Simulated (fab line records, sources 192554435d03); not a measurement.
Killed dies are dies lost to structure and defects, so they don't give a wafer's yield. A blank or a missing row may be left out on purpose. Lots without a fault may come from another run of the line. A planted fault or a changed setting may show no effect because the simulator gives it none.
Chamber matching | flow n5_finfet | N5_BEOL_M11_CURE_72 on uv_cure-01: 3 sister chambers
The step cures SiCOH lowk, time 120 s. 6 wafers are shown with their chamber, then 12 later ones without.

WAFERS WITH THEIR CHAMBER
wafer  | chamber | wafer_temp_C_max | lamp_power_pct (%)
L085.4 | 2       | 371.5            | 52.26
L085.6 | 2       | 371.8            | 52.41
L092.4 | 0       | 371.6            | 52.34
L092.5 | 0       | 371.5            | 52.36
L090.5 | 1       | 372.3            | 52.31
L090.6 | 1       | 373.2            | 52.36

WAFERS WITHOUT THEIR CHAMBER
wafer  | wafer_temp_C_max | lamp_power_pct (%)
L096.1 | 372.9            | 52.32
L096.2 | 371.9            | 52.36
L096.4 | 373.4            | 52.21
L095.1 | 371.6            | 52.32
L095.4 | 371.6            | 52.32
L095.5 | 371.7            | 52.23
L095.2 | 371.8            | 52.20
L095.3 | 372.9            | 52.23
L095.6 | 371.4            | 52.28
L097.1 | 371.2            | 52.30
L097.2 | 371.2            | 52.44
L097.4 | 371.8            | 52.29

WHICH CHAMBER EACH WENT THROUGH
wafer  | from the rows above          | in truth
L096.1 | 1                            | 1
L096.2 | can't be placed: 2 or 0 or 1 | 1
L096.4 | 1                            | 1
L095.1 | can't be placed: 2 or 0      | 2
L095.4 | can't be placed: 2 or 0      | 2
L095.5 | can't be placed: 2 or 0 or 1 | 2
L095.2 | can't be placed: 2 or 0 or 1 | 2
L095.3 | can't be placed: 1 or 2      | 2
L095.6 | can't be placed: 2 or 0      | 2
L097.1 | can't be placed: 0 or 2      | 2
L097.2 | can't be placed: 0 or 2      | 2
L097.4 | can't be placed: 2 or 0 or 1 | 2
Placed correctly: 2 of 12. Can't be placed from these rows: 10 (the true chamber is among the candidates in 10). Placed wrongly: 0.
How it was worked out, from the rows above alone: a wafer's distance from a chamber is the root of the sum, over the readings, of the square of ((its reading less the chamber's mean) divided by the reading's scatter). The wafer belongs to the nearest chamber; if the next one is less than 2 further off, it can't be placed. A chamber's mean is the mean of its shown wafers. The scatter: the root of (the sum of the squares of (reading less its chamber's mean) over the shown wafers, divided by (wafers less chambers)).
